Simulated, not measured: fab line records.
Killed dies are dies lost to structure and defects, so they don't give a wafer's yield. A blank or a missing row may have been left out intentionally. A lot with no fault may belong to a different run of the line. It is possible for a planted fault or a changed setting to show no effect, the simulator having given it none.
A lot that was struck, set against a sound lot ; flow n5 finfet ; 15 steps out of a route of 1938
Sound: these wafers, L732.1, L732.4, L732.5. The struck wafers were L726.4, L726.5, L726.6. At the end, the cause is stated.
For every step that has rows: the tool of each side, followed by ch and its chambers, followed by its first start. Under that, the readings that differ: sound wafers ; struck wafers ; difference of the means ; sigmas: that difference in standard deviations of wafers without a fault.
alike: readings with means less than 2 such deviations apart, plus words and numbers identical on both sides. not compared: withheld readings, readings lacking a value on some wafer, bounds such as >300 that could conceal the same value, and numbers that have no deviation in the record and whose values overlap.
Wherever a step has rows on one side only, a row that says differs or no value, or a row with sigmas, the two part there. When numbers do not overlap yet have no deviation, they are printed without sigmas and do not part them. A reading that every wafer of one side lacks parts them only if that side has two wafers or more.

first, 3 steps without rows for these wafers: N5_BEOL_M5_SRD_40 (time 30 s); N5_BEOL_M5_PRECLEAN_42 (cleans in residue remover, time 60 s); N5_BEOL_M5_SRD_43 (time 30 s).
N5_BEOL_M5_CD_MEAS_35: target cd 28 nm, target cd y 24 nm.
  sound: cd sem-03 at day 11 05:28; struck: cd sem-01 at day 10 00:17
  alike: cd nm
N5_BEOL_M5_CURE_80: cures SiCOH lowk, time 120 s.
  sound on uv cure-02 ch 1, day 11 05:44; struck on uv cure-03 ch 2, day 10 00:28
reading;sound;struck;difference;sigmas
wafer_temp_C_max;370.5 371.1 370.7;373.0 373.3 374.2;+2.7;+4
  alike: lamp power pct
then, 1 step without rows for these wafers: N5_BEOL_M5_DEGAS_44 (time 60 s).
N5_BEOL_M5_PRE_CLEAN_45: time 30 s.
  sound: pvd sputter-03 at day 11 06:25; struck: pvd sputter-01 at day 10 00:50
  alike: heater power w
then, 1 step without rows for these wafers: N5_BEOL_M5_ALD_86 (deposits TaN, pulse time 2 s, purge time 3 s, co reactant purge time 2 s).
N5_BEOL_M5_SURFACE_TREAT_87:
  sound: pvd sputter-01 at day 11 07:16; struck: pvd sputter-03 at day 10 01:24
  not compared: throttle valve pct
then, 1 step without rows for these wafers: N5_BEOL_M5_CVD_47 (deposits Co from CCTBA/H2, target thk 3 nm, time 216 s).
N5_BEOL_M5_SPUTTER_48: material Cu, target thk 15 nm, time 27.62 s.
  sound: pvd sputter-01 at day 11 07:34; struck: pvd sputter-03 at day 10 01:43
  alike: chamber pressure pa, throttle valve pct
N5_BEOL_M5_ANNEAL_49: time 1800 s.
  sound: pvd sputter-01 at day 11 07:39; struck: pvd sputter-03 at day 10 01:48
  alike: heater power w
N5_BEOL_M5_SPUTTER_81: material Cu, target thk 15 nm, time 27.62 s.
  sound: pvd sputter-01 at day 11 08:39; struck: pvd sputter-03 at day 10 02:49
reading;sound;struck;difference;sigmas
chamber pressure pa (Pa);0.07006 0.07 0.0698;0.06782 0.06774 0.06765;-0.00222;-17
  alike: throttle valve pct
then, 1 step without rows for these wafers: N5_BEOL_M5_ANNEAL_82 (time 1800 s).
N5_PASSIVATION_PROBE_49:
  sound wafers here have rows in the record (prober-02, day 15 18:37); struck ones have none

## WHERE THEY PART
First at N5_BEOL_M5_CURE_80; last, within this record, at N5_PASSIVATION_PROBE_49.

WHY: what the simulator had put in
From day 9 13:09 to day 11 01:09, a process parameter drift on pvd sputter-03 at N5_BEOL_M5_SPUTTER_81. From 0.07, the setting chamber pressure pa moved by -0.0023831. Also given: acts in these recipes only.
